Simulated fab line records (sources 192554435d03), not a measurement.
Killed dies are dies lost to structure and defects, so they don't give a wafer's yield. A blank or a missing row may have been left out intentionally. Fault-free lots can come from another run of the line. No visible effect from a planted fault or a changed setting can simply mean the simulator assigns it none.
Chamber matching ; flow n5 finfet ; N5_BEOL_M8_PECVD_70 on pecvd-01 has 3 sister chambers
The step deposits SiO2 from TEOS/O2, target thk 20 nm, time 22.7 s. 16 wafers are shown with their chamber, then 8 later ones without.

WAFERS, EACH WITH ITS CHAMBER
wafer;chamber;throttle valve pct (%);showerhead plenum p Torr (Torr);showerhead vpp V (V)
L084.2;2;21.2;8.70;1273
L084.5;1;23.4;8.76;1199
L084.6;0;22.3;8.63;1314
L085.2;1;23.4;8.76;1202
L085.3;2;21.3;8.70;1301
L085.5;1;23.7;8.74;1213
L087.3;0;22.3;8.65;1317
L087.4;1;23.5;8.75;1216
L087.5;2;21.3;8.68;1267
L088.1;2;21.3;8.70;1282
L088.2;0;22.5;8.66;1343
L088.3;1;23.4;8.74;1195
L090.1;1;23.3;8.75;1230
L090.2;0;22.4;8.63;1306
L090.6;2;21.4;8.72;1269
L093.2;1;23.5;8.75;1216

SIGNATURES, as means of the wafers listed above
reading;chamber 0;chamber 1;chamber 2;scatter within a chamber
throttle valve pct;22.375;23.457;21.300;0.105
showerhead plenum p Torr;8.6425;8.7500;8.7000;0.012
showerhead vpp V;1320.00;1210.14;1278.40;13.7
Rule: for each reading, subtract the chamber's mean from the wafer's reading, divide by that reading's scatter and square the result; add these up over the readings and take the root, which gives the wafer's distance from the chamber. If the next closest chamber is less than 2 further off than the closest, the wafer can't be placed; otherwise it belongs to the closest. How the scatter is found: for the shown wafers, subtract from each reading the mean of its chamber, square and add these, divide the total by (wafers less chambers), then take the root.

WAFERS WITHOUT THEIR CHAMBER
wafer;throttle valve pct (%);showerhead plenum p Torr (Torr);showerhead vpp V (V)
L093.3;22.3;8.64;1325
L093.6;21.2;8.69;1297
L094.1;22.5;8.67;1344
L094.2;21.5;8.70;1274
L094.4;22.6;8.63;1346
L095.4;23.4;8.76;1216
L095.5;22.5;8.67;1332
L095.6;21.4;8.70;1263

THE CHAMBER EACH PASSED THROUGH
wafer;from the rows above;in truth
L093.3;0;0
L093.6;2;2
L094.1;0;0
L094.2;2;2
L094.4;0;0
L095.4;1;1
L095.5;0;0
L095.6;2;2
Placed correctly: 8 of 8. Not placeable from these rows: 0. Placed wrongly: 0.
